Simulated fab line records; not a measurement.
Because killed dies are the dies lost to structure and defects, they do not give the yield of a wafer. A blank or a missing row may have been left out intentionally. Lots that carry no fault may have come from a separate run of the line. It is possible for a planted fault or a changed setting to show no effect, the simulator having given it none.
Chamber matching || flow n5 finfet || N5_BEOL_M0_SAQP_ETCH_107 on rie diel-03 has 4 sister chambers
The step etches SiNx in CH3F/O2, target depth 30 nm. 14 wafers are shown with their chamber, then 7 later ones without.

== WAFERS PAIRED WITH THEIR CHAMBERS ==
{"wafer": "L074.4", "chamber": 0, "showerhead plenum p Torr (Torr)": 1.99, "drypump motor current A (A)": 5.5, "rf vpp V (V)": 305}
{"wafer": "L074.5", "chamber": 0, "showerhead plenum p Torr (Torr)": 1.99, "drypump motor current A (A)": 5.5, "rf vpp V (V)": 305}
{"wafer": "L074.6", "chamber": 1, "showerhead plenum p Torr (Torr)": 1.97, "drypump motor current A (A)": 5.4, "rf vpp V (V)": 286}
{"wafer": "L075.2", "chamber": 1, "showerhead plenum p Torr (Torr)": 1.97, "drypump motor current A (A)": 5.4, "rf vpp V (V)": 287}
{"wafer": "L075.4", "chamber": 0, "showerhead plenum p Torr (Torr)": 1.99, "drypump motor current A (A)": 5.5, "rf vpp V (V)": 303}
{"wafer": "L075.6", "chamber": 0, "showerhead plenum p Torr (Torr)": 1.99, "drypump motor current A (A)": 5.4, "rf vpp V (V)": 303}
{"wafer": "L076.1", "chamber": 1, "showerhead plenum p Torr (Torr)": 1.97, "drypump motor current A (A)": 5.3, "rf vpp V (V)": 287}
{"wafer": "L076.2", "chamber": 0, "showerhead plenum p Torr (Torr)": 1.99, "drypump motor current A (A)": 5.5, "rf vpp V (V)": 304}
{"wafer": "L076.5", "chamber": 2, "showerhead plenum p Torr (Torr)": 1.92, "drypump motor current A (A)": 6.1, "rf vpp V (V)": 300}
{"wafer": "L078.2", "chamber": 3, "showerhead plenum p Torr (Torr)": 2.11, "drypump motor current A (A)": 5.1, "rf vpp V (V)": 293}
{"wafer": "L078.4", "chamber": 2, "showerhead plenum p Torr (Torr)": 1.92, "drypump motor current A (A)": 6.1, "rf vpp V (V)": 301}
{"wafer": "L078.5", "chamber": 0, "showerhead plenum p Torr (Torr)": 1.99, "drypump motor current A (A)": 5.5, "rf vpp V (V)": 305}
{"wafer": "L086.3", "chamber": 0, "showerhead plenum p Torr (Torr)": 1.98, "drypump motor current A (A)": 5.5, "rf vpp V (V)": 303}
{"wafer": "L086.4", "chamber": 3, "showerhead plenum p Torr (Torr)": 2.11, "drypump motor current A (A)": 5.1, "rf vpp V (V)": 292}

SIGNATURES (means of the wafers above)
{"reading": "showerhead plenum p Torr", "chamber 0": 1.9886, "chamber 1": 1.9700, "chamber 2": 1.9200, "chamber 3": 2.1100, "scatter within a chamber": 0.00293}
{"reading": "drypump motor current A", "chamber 0": 5.486, "chamber 1": 5.367, "chamber 2": 6.100, "chamber 3": 5.100, "scatter within a chamber": 0.039}
{"reading": "rf vpp V", "chamber 0": 304.00, "chamber 1": 286.67, "chamber 2": 300.50, "chamber 3": 292.50, "scatter within a chamber": 0.876}
Rule: for each reading, subtract the chamber's mean from the wafer's reading, divide by that reading's scatter and square the result; add these up over the readings and take the root, which gives the wafer's distance from the chamber. The wafer belongs to the nearest chamber; if the next one is less than 2 further off, it can't be placed. The scatter is the square root of a quotient: the sum, over the shown wafers, of each reading's squared deviation from its chamber's mean, divided by wafers minus chambers.

== WAFERS WHOSE CHAMBER IS MISSING ==
{"wafer": "L086.5", "showerhead plenum p Torr (Torr)": 1.92, "drypump motor current A (A)": 6.1, "rf vpp V (V)": 300}
{"wafer": "L089.1", "showerhead plenum p Torr (Torr)": 1.92, "drypump motor current A (A)": 6.1, "rf vpp V (V)": 299}
{"wafer": "L089.3", "showerhead plenum p Torr (Torr)": 1.98, "drypump motor current A (A)": 5.5, "rf vpp V (V)": 303}
{"wafer": "L089.4", "showerhead plenum p Torr (Torr)": 1.96, "drypump motor current A (A)": 5.4, "rf vpp V (V)": 287}
{"wafer": "L093.1", "showerhead plenum p Torr (Torr)": 1.96, "drypump motor current A (A)": 5.4, "rf vpp V (V)": 286}
{"wafer": "L093.4", "showerhead plenum p Torr (Torr)": 2.11, "drypump motor current A (A)": 5.1, "rf vpp V (V)": 292}
{"wafer": "L093.5", "showerhead plenum p Torr (Torr)": 1.98, "drypump motor current A (A)": 5.5, "rf vpp V (V)": 303}

== WHICH CHAMBER EACH ONE RAN IN ==
{"wafer": "L086.5", "from the rows above": 2, "in truth": 2}
{"wafer": "L089.1", "from the rows above": 2, "in truth": 2}
{"wafer": "L089.3", "from the rows above": 0, "in truth": 0}
{"wafer": "L089.4", "from the rows above": 1, "in truth": 1}
{"wafer": "L093.1", "from the rows above": 1, "in truth": 1}
{"wafer": "L093.4", "from the rows above": 3, "in truth": 3}
{"wafer": "L093.5", "from the rows above": 0, "in truth": 0}
Correctly placed: 7 of 7. From these rows, 0 cannot be placed. 0 placed wrongly.
